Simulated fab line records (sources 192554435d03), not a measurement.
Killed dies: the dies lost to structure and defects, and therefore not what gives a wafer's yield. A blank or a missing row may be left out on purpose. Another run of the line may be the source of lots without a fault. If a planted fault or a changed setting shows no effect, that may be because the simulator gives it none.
fab line records	flow n5Finfet
record: lots: 10	wafers: 30	lastDay: 17
route steps=1938 shown BEOL_M3@996 BEOL_M4@1111 PASSIVATION@1936
lots untouched by any fault: they come from a run of this same line in which no faults occurred
startH: the number of hours between the record's first day and the start of the first shown wafer of the lot	waitH: time in hours since the lot's previous step	" identical to the entry in the row above	L1.1+2: one row covering several wafers at once	- no value, or no start given	* or withheld: withheld	< > ~ a bound
route shown NAME@n: NAME is a module with steps in the file, n the number in the route of the first one	usual: mean and standard deviation over wafers with no fault	same: alike in all rows	chamber/n: place in a boat	sites: the reading at each site	_std_site: how widely they spread, as a standard deviation	_edge_site: inner sites' mean taken away from outer sites' mean	radiusMm: how far each site lies from the wafer's centre	mask NAME#n: copy n	behind: the most recent tool/chamber to have shaped the wafer	hold: why the lot was held/for how many hours/how that ended	device: the transistor (n, p or np) that didn't switch	end of line: the same wafers' tests at the end of the route	a step given without rows: its recipe and nothing more	killed: not the wafer's yield, but the dies lost to structure and defects at the first sort	map: a wafer's dies, x killed, . not, _ none there
set.NAME: the setting as run; set.NAME@STEP: as run at that earlier step	model.NAME: the simulator's own value behind a step, which no gauge read
steps of the route over a sample of lots; a table a step, a row a wafer
services: from which hour (startH, from the record's first day; less than 0 if before it) a tool's chamber was out of use, for how many hours, and why
== steps ==
step: N5_BEOL_M3_SPUTTER_79
recipe: material: Cu	targetThkA: 45	tempC: -20	chamberPressurePa: 0.07	powerW: withheld	timeS: 8.29
usual: chamberPressurePa: 0.07001/0.00014	chuckGasFlowSccm: 1.25/0.051	throttleValvePct: 30.1/0.45
lot.wafer	tool	chamber	startH	waitH	chamberPressurePa	chuckGasFlowSccm	throttleValvePct
L338.3	pvdSputter-03	-	169.09	0.1	0.07023	1.32	30.1
L338.4	"	-	"	"	0.07028	1.32	29.6
L338.6	"	-	"	"	0.0699	1.28	30.5
L340.1	pvdSputter-01	-	180.31	0.1	0.06992	1.17	29.7
L340.5	"	-	"	"	0.07036	1.28	30.7
L340.6	"	-	"	"	0.07008	1.29	29.7
L343.2	pvdSputter-01	-	200.67	0.1	0.0698	1.24	29.8
L343.3	"	-	"	"	0.07004	1.21	29.7
L343.6	"	-	"	"	0.07005	1.35	29.4
L345.1	pvdSputter-02	-	204.14	0.1	0.07005	1.25	29.9
L345.2	"	-	"	"	0.07005	1.23	29.6
L345.3	"	-	"	"	0.06984	1.25	29.8
L346.2	pvdSputter-03	-	220.47	0.1	0.06983	1.26	30.4
L346.3	"	-	"	"	0.06999	1.33	30.0
L346.4	"	-	"	"	0.06992	1.27	29.9
L349.1	pvdSputter-03	-	240.32	0.1	0.07004	1.20	29.7
L349.3	"	-	"	"	0.06992	1.30	29.9
L349.4	"	-	"	"	0.07011	1.22	30.6
L353.1	pvdSputter-02	-	258.05	0.1	0.06981	1.20	29.3
L353.4	"	-	"	"	0.06993	1.32	30.1
L353.6	"	-	"	"	0.06996	1.24	30.1
L351.2	pvdSputter-01	-	258.19	0.1	0.07021	1.27	29.6
L351.5	"	-	"	"	0.07003	1.18	29.4
L351.6	"	-	"	"	0.06976	1.23	30.9
L355.1	pvdSputter-03	-	284.82	0.1	0.06983	1.22	29.9
L355.2	"	-	"	"	0.07009	1.29	30.2
L355.6	"	-	"	"	0.06997	1.30	29.6
L358.1	pvdSputter-01	-	286.48	0.1	0.06997	1.16	29.9
L358.2	"	-	"	"	0.06997	1.39	30.8
L358.5	"	-	"	"	0.07002	1.19	31.0
step: N5_BEOL_M3_SPUTTER_86
recipe: material: Cu	targetThkA: 45	tempC: -20	chamberPressurePa: 0.07	powerW: withheld	timeS: 8.29
usual: chamberPressurePa: 0.06998/0.00015	chuckGasFlowSccm: 1.26/0.047	throttleValvePct: 30.1/0.42
lot.wafer	tool	chamber	startH	waitH	chamberPressurePa	chuckGasFlowSccm	throttleValvePct
L338.3	pvdSputter-03	-	169.53	0.1	0.07021	1.26	30.2
L338.4	"	-	"	"	0.06982	1.27	30.0
L338.6	"	-	"	"	0.06987	1.24	30.2
L340.1	pvdSputter-01	-	180.75	0.1	0.06993	1.28	29.6
L340.5	"	-	"	"	0.06997	1.21	30.8
L340.6	"	-	"	"	0.06976	1.24	30.0
L343.2	pvdSputter-01	-	201.41	0.1	-	-	-
L343.3	"	-	"	"	-	-	-
L343.6	"	-	"	"	-	-	-
L345.1	pvdSputter-02	-	204.58	0.1	-	-	-
L345.2	"	-	"	"	-	-	-
L345.3	"	-	"	"	-	-	-
L346.2	pvdSputter-03	-	220.91	0.1	-	-	-
L346.3	"	-	"	"	-	-	-
L346.4	"	-	"	"	-	-	-
L349.1	pvdSputter-03	-	240.76	0.1	0.07041	1.28	29.8
L349.3	"	-	"	"	0.06983	1.33	30.0
L349.4	"	-	"	"	0.07	1.26	30.8
L353.1	pvdSputter-02	-	258.49	0.1	0.06991	1.21	29.3
L353.4	"	-	"	"	0.06996	1.21	30.4
L353.6	"	-	"	"	0.06996	1.24	30.0
L351.2	pvdSputter-01	-	258.63	0.1	0.06999	1.29	29.7
L351.5	"	-	"	"	0.06956	1.24	29.7
L351.6	"	-	"	"	0.06977	1.19	30.7
L355.1	pvdSputter-03	-	285.26	0.1	0.07	1.32	29.8
L355.2	"	-	"	"	0.0699	1.22	30.3
L355.6	"	-	"	"	0.06995	1.27	29.7
L358.1	pvdSputter-01	-	286.92	0.1	0.07015	1.29	30.0
L358.2	"	-	"	"	0.06997	1.17	31.0
L358.5	"	-	"	"	0.07003	1.32	30.5
step: N5_BEOL_M3_SPUTTER_88
recipe: material: Cu	targetThkA: 45	tempC: -20	chamberPressurePa: 0.07	powerW: withheld	timeS: 8.29
usual: chamberPressurePa: 0.06999/0.00015	chuckGasFlowSccm: 1.25/0.053	throttleValvePct: 30.1/0.44
lot.wafer	tool	chamber	startH	waitH	chamberPressurePa	chuckGasFlowSccm	throttleValvePct
L338.3	pvdSputter-03	-	169.75	0.1	0.07004	1.17	30.3
L338.4	"	-	"	"	0.06989	1.28	29.8
L338.6	"	-	"	"	0.07011	1.28	30.2
L340.1	pvdSputter-01	-	180.97	0.1	0.06997	1.28	29.8
L340.5	"	-	"	"	0.0699	1.28	30.9
L340.6	"	-	"	"	0.06986	1.25	30.0
L343.2	pvdSputter-01	-	201.63	0.1	0.07	1.21	29.7
L343.3	"	-	"	"	0.07035	1.23	29.6
L343.6	"	-	"	"	0.07046	1.18	29.4
L345.1	pvdSputter-02	-	204.80	0.1	0.06996	1.32	30.0
L345.2	"	-	"	"	0.07021	1.31	29.6
L345.3	"	-	"	"	0.07009	1.26	30.1
L346.2	pvdSputter-03	-	221.13	0.1	0.07004	1.27	30.5
L346.3	"	-	"	"	0.07023	1.13	29.9
L346.4	"	-	"	"	0.07013	1.20	29.7
L349.1	pvdSputter-03	-	240.98	0.1	0.07015	1.37	29.8
L349.3	"	-	"	"	0.06977	1.26	29.8
L349.4	"	-	"	"	0.06986	1.22	30.6
L353.1	pvdSputter-02	-	258.71	0.1	0.06982	1.26	29.7
L353.4	"	-	"	"	0.07003	1.19	30.2
L353.6	"	-	"	"	0.06993	1.18	29.9
L351.2	pvdSputter-01	-	258.85	0.1	0.07004	1.18	29.9
L351.5	"	-	"	"	0.07011	1.19	29.6
L351.6	"	-	"	"	0.07013	1.16	30.9
L355.1	pvdSputter-03	-	285.48	0.1	0.06998	1.26	29.7
L355.2	"	-	"	"	0.06996	1.28	30.2
L355.6	"	-	"	"	0.06992	1.32	29.8
L358.1	pvdSputter-01	-	287.14	0.1	0.06991	1.19	29.9
L358.2	"	-	"	"	0.0702	1.30	30.7
L358.5	"	-	"	"	0.06999	1.18	31.1
step: N5_BEOL_M3_ANNEAL_93
recipe: tempC: 400	timeS: 240	ambient: vacuum
usual: heaterPowerW: 860/110
lot.wafer	tool	chamber	startH	waitH	heaterPowerW
L338.3	pvdSputter-03	-	170.27	0.0	753
L338.4	"	-	"	"	872
L338.6	"	-	"	"	745
L340.1	pvdSputter-01	-	181.49	0.0	988
L340.5	"	-	"	"	779
L340.6	"	-	"	"	858
L343.2	pvdSputter-01	-	202.15	0.0	857
L343.3	"	-	"	"	1003
L343.6	"	-	"	"	978
L345.1	pvdSputter-02	-	205.32	0.0	771
L345.2	"	-	"	"	993
L345.3	"	-	"	"	688
L346.2	pvdSputter-03	-	221.65	0.0	741
L346.3	"	-	"	"	748
L346.4	"	-	"	"	821
L349.1	pvdSputter-03	-	241.50	0.0	879
L349.3	"	-	"	"	844
L349.4	"	-	"	"	752
L353.1	pvdSputter-02	-	259.23	0.0	1002
L353.4	"	-	"	"	772
L353.6	"	-	"	"	691
L351.2	pvdSputter-01	-	259.37	0.0	864
L351.5	"	-	"	"	1005
L351.6	"	-	"	"	798
L355.1	pvdSputter-03	-	286.00	0.0	909
L355.2	"	-	"	"	756
L355.6	"	-	"	"	839
L358.1	pvdSputter-01	-	287.66	0.0	851
L358.2	"	-	"	"	799
L358.5	"	-	"	"	798
step: N5_BEOL_M4_RC_MEAS_101
usual: DIBL_N: 36.4/1.4	DIBL_P: 36.3/1.5	IOFF_N: 0.162/0.023	IOFF_P: 0.211/0.027	ION_N: 676/9.7	ION_P: 463/6.4	SS_N: 71.5/0.5	SS_P: 73.3/0.6	VT_N: 249.3/2.5	VT_P: -249.9/2.8
lot.wafer	tool	chamber	startH	waitH	DIBL_N[mV/V]	DIBL_P[mV/V]	IOFF_N[nA/um]	IOFF_P[nA/um]	ION_N[uA/um]	ION_P[uA/um]	SS_N[mV/dec]	SS_P[mV/dec]	VT_N[mV]	VT_P[mV]
L338.3	prober-02	0	180.56	0.3	36.4	36.6	0.157	0.228	673	465	71.7	73.9	252.4	-249.1
L338.4	"	0	"	"	36.8	37.2	0.168	0.234	667	463	72.5	74.0	250.6	-248.0
L338.6	"	0	"	"	34.2	34.2	0.123	0.191	664	456	71.4	72.8	254.9	-250.8
L340.1	prober-01	0	195.49	0.0	37.1	37.2	0.183	0.225	700	469	71.8	73.9	247.9	-248.5
L340.5	"	0	"	"	35.7	35.8	0.159	0.202	688	467	71.3	73.1	246.8	-252.4
L340.6	"	0	"	"	36.9	37.4	0.177	0.217	693	467	71.5	74.4	248.6	-251.1
L343.2	prober-01	0	217.96	0.2	36.1	37.9	0.168	0.210	679	464	71.3	74.0	247.3	-248.0
L343.3	"	0	"	"	35.1	36.0	0.144	0.177	674	458	71.2	73.6	250.4	-253.1
L343.6	"	0	"	"	34.5	35.8	0.128	0.178	660	460	71.1	73.0	252.3	-252.5
L345.1	prober-02	0	233.52	0.0	35.0	36.0	0.133	0.176	668	463	71.6	73.2	250.4	-252.8
L345.2	"	0	"	"	35.8	36.0	0.146	0.171	657	446	71.3	72.7	252.2	-252.0
L345.3	"	0	"	"	35.3	36.2	0.143	0.181	675	459	71.8	73.3	248.1	-255.4
L346.2	prober-01	0	236.50	0.2	35.7	34.9	0.142	0.204	672	468	71.3	72.5	249.4	-246.3
L346.3	"	0	"	"	36.9	36.0	0.154	0.207	660	459	71.2	73.3	246.6	-248.5
L346.4	"	0	"	"	37.6	35.8	0.162	0.207	661	452	72.1	72.9	251.6	-247.9
L349.1	prober-01	0	258.34	0.0	34.3	35.4	0.136	0.184	668	454	71.1	73.6	251.5	-252.0
L349.3	"	0	"	"	34.6	35.9	0.147	0.193	677	472	70.8	74.0	252.0	-252.7
L349.4	"	0	"	"	35.2	36.9	0.150	0.198	685	471	72.1	73.9	250.6	-252.0
L353.1	prober-02	0	269.98	0.0	40.7	39.0	0.230	0.267	675	460	72.9	74.4	247.4	-248.4
L353.4	"	0	"	"	37.8	36.8	0.179	0.214	682	466	71.9	74.1	247.4	-249.9
L353.6	"	0	"	"	38.3	36.3	0.175	0.209	669	454	72.8	73.3	249.5	-248.8
L351.2	prober-02	0	272.06	0.2	36.4	35.6	0.141	0.203	683	470	71.8	73.0	250.3	-251.5
L351.5	"	0	"	"	38.5	38.1	0.177	0.247	692	472	71.7	73.6	246.2	-246.2
L351.6	"	0	"	"	36.7	36.1	0.150	0.213	676	467	72.1	72.8	248.3	-247.7
L355.1	prober-02	0	295.55	0.0	36.0	34.2	0.153	0.213	670	462	71.6	73.0	250.2	-250.2
L355.2	"	0	"	"	36.4	33.9	0.162	0.216	661	457	71.6	71.9	250.8	-246.2
L355.6	"	0	"	"	36.4	35.0	0.162	0.231	665	466	71.4	73.6	250.8	-248.0
L358.1	prober-02	0	297.84	0.0	34.1	32.7	0.122	0.172	674	465	70.9	72.6	252.4	-251.9
L358.2	"	0	"	"	37.0	36.4	0.164	0.225	673	463	71.6	73.3	248.5	-248.6
L358.5	"	0	"	"	35.6	35.0	0.149	0.198	691	470	71.2	73.7	247.3	-248.5
step: N5_PASSIVATION_PROBE_49
usual: defectLimitedYield: 91.3/1.3	killed_at_M0_to_M3: 33/8.9	killed_at_M4_up: 15/5.4	killedAtContacts: 13/5.8	killedAtFrontEnd: 39/9.9	killedAtOther: 3.2/2.9	killedDies: 102/15	killedOpen: 68/12	killedShort: 34/7.6	sort_bin_5_function: 5.1/0.89	sort_bin_6_memory: 3.2/0.63	sort_bin_8_speed: 0.00/0.007	sortNPass: 1078/15	sortYieldPct: 91.3/1.3
same: grossDies: 1180	killedAtBackSide: 0	sort_bin_4_leakage[%]: 0
lot.wafer	tool	chamber	startH	waitH	defectLimitedYield[%]	killed_at_M0_to_M3	killed_at_M4_up	killedAtContacts	killedAtFrontEnd	killedAtOther	killedDies	killedOpen	killedShort	sort_bin_5_function[%]	sort_bin_6_memory[%]	sort_bin_8_speed[%]	sortNPass	sortYieldPct[%]
L338.3	prober-02	-	286.52	0.1	92.1	40	16	7	20	10	93	67	26	4.7	3.1	0	1087	92.1
L338.4	prober-02	-	286.57	0.2	90.7	44	18	13	29	6	110	70	38	5.3	3.9	0	1070	90.7
L338.6	prober-02	-	286.67	0.3	93.4	29	12	4	26	7	78	50	27	3.9	2.5	0	1102	93.4
L340.1	prober-02	-	301.04	0.0	92.0	25	7	14	39	9	94	62	32	4.5	3.0	0	1086	92.0
L340.5	prober-02	-	301.24	0.2	92.4	20	21	16	29	4	90	63	27	5.0	2.4	0	1090	92.4
L340.6	prober-02	-	301.29	0.3	91.6	29	17	4	45	4	99	75	24	4.6	3.5	0	1081	91.6
L343.2	prober-01	-	324.75	0.1	92.4	31	11	12	36	0	90	54	33	5.3	2.2	0	1090	92.4
L343.3	prober-01	-	324.80	0.1	93.8	32	6	4	29	2	73	42	24	4.2	2.0	0	1107	93.8
L343.6	prober-01	-	324.95	0.3	92.7	27	7	20	28	4	86	55	27	4.5	2.5	0	1094	92.7
L345.1	prober-01	-	335.09	0.0	91.9	22	30	9	31	4	96	64	26	5.3	2.3	0	1084	91.9
L345.2	prober-01	-	335.14	0.1	90.9	44	14	12	26	11	107	62	37	5.3	3.5	0.08	1072	90.8
L345.3	prober-01	-	335.19	0.1	92.4	29	18	12	28	3	90	52	29	4.4	3.1	0	1090	92.4
L346.2	prober-01	-	336.70	0.1	91.9	25	19	7	36	8	95	60	27	4.5	3.3	0	1085	91.9
L346.3	prober-01	-	336.75	0.1	91.9	32	8	14	31	11	96	57	36	4.5	3.3	0	1084	91.9
L346.4	prober-01	-	336.80	0.2	89.2	31	28	8	55	6	128	85	36	6.7	3.9	0	1052	89.2
L349.1	prober-02	-	357.20	0.0	90.3	36	15	10	44	10	115	78	37	4.6	4.9	0	1065	90.3
L349.3	prober-02	-	357.30	0.1	91.6	26	28	7	32	6	99	61	38	4.7	3.4	0	1081	91.6
L349.4	prober-02	-	357.35	0.2	91.3	33	19	15	29	7	103	63	39	4.7	3.3	0	1077	91.3
L353.1	prober-01	-	369.10	0.0	91.9	34	10	10	32	9	95	54	40	4.7	3.0	0	1085	91.9
L353.4	prober-01	-	369.25	0.2	91.9	29	9	17	40	1	96	59	36	4.7	3.1	0	1084	91.9
L353.6	prober-01	-	369.35	0.3	91.8	50	9	17	21	0	97	66	29	4.7	3.2	0	1083	91.8
L351.2	prober-02	-	374.12	0.1	91.8	30	16	13	35	3	97	63	33	5.1	3.1	0	1083	91.8
L351.5	prober-02	-	374.27	0.2	91.7	20	13	16	44	5	98	69	28	5.3	2.7	0	1082	91.7
L351.6	prober-02	-	374.32	0.3	90.6	28	14	18	46	5	111	76	32	5.0	4.1	0	1069	90.6
L355.1	prober-02	-	396.61	0.0	91.3	39	16	7	36	5	103	77	26	5.3	2.7	0	1077	91.3
L355.2	prober-02	-	396.66	0.1	90.0	41	16	21	34	6	118	80	38	6.4	3.1	0	1062	90.0
L355.6	prober-02	-	396.86	0.3	91.5	35	13	12	36	4	100	71	29	5.2	3.1	0	1080	91.5
L358.1	prober-02	-	403.86	0.0	92.2	25	10	12	45	0	92	62	30	4.6	2.9	0	1088	92.2
L358.2	prober-02	-	403.91	0.1	93.6	28	3	13	29	2	75	50	25	3.7	2.4	0	1105	93.6
L358.5	prober-02	-	404.06	0.2	91.0	34	12	10	49	1	106	68	38	5.6	2.8	0	1074	91.0
killed by level:class
L338.3 BEOL_M0_SAQP:geometricParticle:open=13 FIN_SAQP:geometricParticle:open=9 BEOL_M0_SAQP:geometricParticle:short=8 BEOL_M2:geometricParticle:open=7 MOL_CONTACT_COAG:geometricParticle:open=6 BEOL_M4:geometricParticle:open=6 PAD_METAL:geometricParticle:open=6 BEOL_M2:geometricParticle:short=4
L338.4 MOL_CONTACT_COAG:geometricParticle:open=11 BEOL_M2:geometricParticle:short=8 BEOL_M0_SAQP:geometricParticle:open=7 BEOL_M2:geometricParticle:open=7 DUMMY_GATE:geometricParticle:open=6 BEOL_M0_SAQP:geometricParticle:short=6 STARTING-WAFER:geometricParticle:open=6 GATE_CUT:geometricParticle:short=5
L338.6 BEOL_M0_SAQP:geometricParticle:short=6 BEOL_M2:geometricParticle:open=6 DUMMY_GATE:geometricParticle:open=5 GATE_CUT:geometricParticle:short=5 BEOL_M0_SAQP:geometricParticle:open=5 BEOL_M3:geometricParticle:open=5 FIN_SAQP:geometricParticle:open=4 MOL_CONTACT_COAG:geometricParticle:open=4
L340.1 MOL_CONTACT_COAG:geometricParticle:open=13 FIN_SAQP:geometricParticle:open=9 FIN_SAQP:geometricParticle:short=8 BEOL_M2:geometricParticle:open=7 STI_FIN_REVEAL:geometricParticle:open=5 BEOL_M0_SAQP:geometricParticle:open=5 PASS1_CAP:geometricParticle:short=5 STARTING-WAFER:geometricParticle:open=4
L340.5 BEOL_M4:geometricParticle:open=12 MOL_CONTACT_COAG:geometricParticle:open=11 FIN_SAQP:geometricParticle:open=7 STI_FIN_REVEAL:geometricParticle:open=7 MOL_CONTACT_COAG:geometricParticle:short=5 BEOL_M0_SAQP:geometricParticle:open=4 BEOL_M1:geometricParticle:open=4 BEOL_M3:geometricParticle:open=4
L340.6 FIN_SAQP:geometricParticle:open=17 BEOL_M2:geometricParticle:open=11 BEOL_M4:geometricParticle:open=8 BEOL_M1:geometricParticle:open=6 STI_FIN_REVEAL:geometricParticle:open=6 ILD0:geometricParticle:short=6 BEOL_M3:geometricParticle:open=6 FIN_SAQP:geometricParticle:short=5
L343.2 STI_FIN_REVEAL:geometricParticle:open=10 MOL_CONTACT_COAG:geometricParticle:open=8 BEOL_M0_SAQP:geometricParticle:short=8 BEOL_M2:geometricParticle:open=6 FIN_SAQP:geometricParticle:short=5 STI_FIN_REVEAL:geometricParticle:short=5 MOL_CONTACT_COAG:geometricParticle:short=4 BEOL_M1:geometricParticle:open=4
L343.3 STI_FIN_REVEAL:geometricParticle:open=8 BEOL_M3:geometricParticle:open=7 BEOL_M3:interfaceVoidOpened=7 FIN_SAQP:geometricParticle:short=6 BEOL_M2:geometricParticle:open=6 BEOL_M0_SAQP:geometricParticle:short=5 BEOL_M0_SAQP:geometricParticle:open=4 FIN_SAQP:geometricParticle:open=3
L343.6 MOL_CONTACT_COAG:geometricParticle:open=12 MOL_CONTACT_COAG:geometricParticle:short=8 BEOL_M1:geometricParticle:open=8 BEOL_M2:geometricParticle:open=7 FIN_SAQP:geometricParticle:open=5 STI_FIN_REVEAL:geometricParticle:short=4 STI_FIN_REVEAL:geometricParticle:open=4 DUMMY_GATE:geometricParticle:open=4
L345.1 BEOL_M4:geometricParticle:open=15 STI_FIN_REVEAL:geometricParticle:open=9 MOL_CONTACT_COAG:geometricParticle:open=8 BEOL_M3:interfaceVoidOpened=6 BEOL_M5:geometricParticle:open=5 DUMMY_GATE:geometricParticle:open=4 BEOL_M3:geometricParticle:open=4 STARTING-WAFER:geometricParticle:short=4
L345.2 BEOL_M0_SAQP:geometricParticle:open=10 BEOL_M4:geometricParticle:open=9 BEOL_M0_SAQP:geometricParticle:short=9 MOL_CONTACT_COAG:geometricParticle:open=9 STI_FIN_REVEAL:geometricParticle:open=7 BEOL_M3:geometricParticle:short=6 BEOL_M3:interfaceVoidOpened=6 BEOL_M2:geometricParticle:open=5
L345.3 MOL_CONTACT_COAG:geometricParticle:open=12 BEOL_M0_SAQP:geometricParticle:short=8 BEOL_M3:interfaceVoidOpened=7 FIN_SAQP:geometricParticle:open=6 BEOL_M0_SAQP:geometricParticle:open=6 ILD0:geometricParticle:short=4 STARTING-WAFER:geometricParticle:short=4 STI_FIN_REVEAL:geometricParticle:open=3
L346.2 FIN_SAQP:geometricParticle:open=15 FIN_SAQP:geometricParticle:short=11 BEOL_M4:geometricParticle:open=10 MOL_CONTACT_COAG:geometricParticle:open=7 BEOL_M3:interfaceVoidOpened=7 DUMMY_GATE:geometricParticle:open=5 BEOL_M2:geometricParticle:open=5 BEOL_M3:geometricParticle:open=4
L346.3 FIN_SAQP:geometricParticle:short=12 MOL_CONTACT_COAG:geometricParticle:open=11 BEOL_M3:geometricParticle:open=8 PAD_METAL:geometricParticle:short=6 BEOL_M0_SAQP:geometricParticle:open=5 BEOL_M1:geometricParticle:open=5 FIN_SAQP:geometricParticle:open=4 BEOL_M0_SAQP:geometricParticle:short=4
L346.4 BEOL_M4:geometricParticle:open=19 FIN_SAQP:geometricParticle:open=17 FIN_SAQP:geometricParticle:short=14 BEOL_M3:geometricParticle:open=13 STI_FIN_REVEAL:geometricParticle:open=10 MOL_CONTACT_COAG:geometricParticle:open=5 BEOL_M3:geometricParticle:short=5 BEOL_M5:geometricParticle:open=4
L349.1 FIN_SAQP:geometricParticle:open=17 FIN_SAQP:geometricParticle:short=10 MOL_CONTACT_COAG:geometricParticle:open=9 BEOL_M4:geometricParticle:open=9 BEOL_M1:geometricParticle:open=8 BEOL_M2:geometricParticle:open=8 BEOL_M0_SAQP:geometricParticle:short=6 MIM_TOP_ETCH:geometricParticle:open=6
L349.3 BEOL_M4:geometricParticle:open=14 FIN_SAQP:geometricParticle:short=8 MOL_CONTACT_COAG:geometricParticle:open=7 BEOL_M0_SAQP:geometricParticle:open=6 FIN_SAQP:geometricParticle:open=5 DUMMY_GATE:geometricParticle:short=5 BEOL_M7:geometricParticle:open=5 STARTING-WAFER:geometricParticle:short=5
L349.4 MOL_CONTACT_COAG:geometricParticle:open=11 BEOL_M0_SAQP:geometricParticle:open=11 BEOL_M1:geometricParticle:open=8 BEOL_M4:geometricParticle:open=8 FIN_SAQP:geometricParticle:open=6 FIN_SAQP:geometricParticle:short=6 BEOL_M0_SAQP:geometricParticle:short=6 GATE_CUT:geometricParticle:short=6
L353.1 BEOL_M3:geometricParticle:open=13 MOL_CONTACT_COAG:geometricParticle:open=9 FIN_SAQP:geometricParticle:short=7 BEOL_M0_SAQP:geometricParticle:short=5 DUMMY_GATE:geometricParticle:open=4 BEOL_M0_SAQP:geometricParticle:open=4 MIM_TOP_ETCH:geometricParticle:short=4 FIN_SAQP:geometricParticle:open=3
L353.4 FIN_SAQP:geometricParticle:open=13 MOL_CONTACT_COAG:geometricParticle:open=10 FIN_SAQP:geometricParticle:short=7 MOL_CONTACT_COAG:geometricParticle:short=7 BEOL_M0_SAQP:geometricParticle:short=7 BEOL_M2:geometricParticle:open=7 ILD0:geometricParticle:open=5 STI_FIN_REVEAL:geometricParticle:open=4
L353.6 BEOL_M0_SAQP:geometricParticle:open=15 BEOL_M3:geometricParticle:open=13 MOL_CONTACT_COAG:geometricParticle:open=13 BEOL_M0_SAQP:geometricParticle:short=7 FIN_SAQP:geometricParticle:open=5 BEOL_M3:geometricParticle:short=5 MOL_CONTACT_COAG:geometricParticle:short=4 FIN_SAQP:geometricParticle:short=3
L351.2 MOL_CONTACT_COAG:geometricParticle:open=9 BEOL_M0_SAQP:geometricParticle:short=9 STI_FIN_REVEAL:geometricParticle:open=8 BEOL_M4:geometricParticle:open=8 BEOL_M3:geometricParticle:open=8 DUMMY_GATE:geometricParticle:open=7 FIN_SAQP:geometricParticle:short=5 MOL_CONTACT_COAG:geometricParticle:short=4
L351.5 STI_FIN_REVEAL:geometricParticle:open=14 MOL_CONTACT_COAG:geometricParticle:open=13 FIN_SAQP:geometricParticle:open=10 BEOL_M4:geometricParticle:open=8 STI_FIN_REVEAL:geometricParticle:short=6 BEOL_M3:geometricParticle:open=5 FIN_SAQP:geometricParticle:short=4 BEOL_M0_SAQP:geometricParticle:short=4
L351.6 STI_FIN_REVEAL:geometricParticle:open=16 MOL_CONTACT_COAG:geometricParticle:open=13 BEOL_M0_SAQP:geometricParticle:open=9 DUMMY_GATE:geometricParticle:open=7 BEOL_M0_SAQP:geometricParticle:short=6 STARTING-WAFER:geometricParticle:open=5 MOL_CONTACT_COAG:geometricParticle:short=5 BEOL_M3:geometricParticle:open=5
L355.1 FIN_SAQP:geometricParticle:open=16 BEOL_M0_SAQP:geometricParticle:open=9 BEOL_M2:geometricParticle:open=6 BEOL_M0:geometricParticle:open=6 BEOL_M3:geometricParticle:open=6 MOL_CONTACT_COAG:geometricParticle:open=5 BEOL_M0_SAQP:geometricParticle:short=5 BEOL_M4:geometricParticle:open=5
L355.2 MOL_CONTACT_COAG:geometricParticle:open=19 BEOL_M0_SAQP:geometricParticle:short=13 FIN_SAQP:geometricParticle:open=10 STI_FIN_REVEAL:geometricParticle:open=9 BEOL_M0_SAQP:geometricParticle:open=7 BEOL_M1:geometricParticle:open=7 BEOL_M1:geometricParticle:short=5 BEOL_M7:geometricParticle:open=5
L355.6 BEOL_M1:geometricParticle:open=12 BEOL_M4:geometricParticle:open=9 STI_FIN_REVEAL:geometricParticle:open=7 MOL_CONTACT_COAG:geometricParticle:open=7 BEOL_M0_SAQP:geometricParticle:open=7 BEOL_M3:geometricParticle:open=6 GATE_CUT:geometricParticle:short=5 MOL_CONTACT_COAG:geometricParticle:short=5
L358.1 STI_FIN_REVEAL:geometricParticle:open=11 MOL_CONTACT_COAG:geometricParticle:open=11 FIN_SAQP:geometricParticle:short=8 BEOL_M4:geometricParticle:open=8 BEOL_M0_SAQP:geometricParticle:short=7 STARTING-WAFER:geometricParticle:short=7 DUMMY_GATE:geometricParticle:open=5 BEOL_M1:geometricParticle:open=5
L358.2 MOL_CONTACT_COAG:geometricParticle:open=10 BEOL_M0_SAQP:geometricParticle:open=9 BEOL_M1:geometricParticle:open=8 STI_FIN_REVEAL:geometricParticle:open=6 GATE_CUT:geometricParticle:short=6 GATE_CUT:geometricParticle:open=3 MOL_CONTACT_COAG:geometricParticle:short=3 BEOL_M2:geometricParticle:short=3
L358.5 BEOL_M1:geometricParticle:open=13 FIN_SAQP:geometricParticle:short=12 MOL_CONTACT_COAG:geometricParticle:open=10 STI_FIN_REVEAL:geometricParticle:open=8 BEOL_M4:geometricParticle:open=8 GATE_CUT:geometricParticle:short=7 FIN_SAQP:geometricParticle:open=6 GATE_CUT:geometricParticle:open=5
== services ==
tool	chamber	startH	hours	kind
pvdSputter-01	-	164.86	1.5	repair
pvdSputter-02	-	187.05	3.7	repair
== key ==
firstSign: step: N5_BEOL_M3_SPUTTER_86	reading: toolRecord	direction: missing
effect none on later readings
metAt N5_BEOL_M3_SPUTTER_86
struckLots L343,L345,L346
notActingAt N5_BEOL_M3_SPUTTER_79,N5_BEOL_M3_SPUTTER_88,N5_BEOL_M3_ANNEAL_93
onsetBetween 180.75 201.41
fault: kind: skippedStepWhole	tool: pvdSputter-01,pvdSputter-02,pvdSputter-03	chamber: -	onsetH: 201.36	steps: N5_BEOL_M3_SPUTTER_86	scope: struckLotsOnly
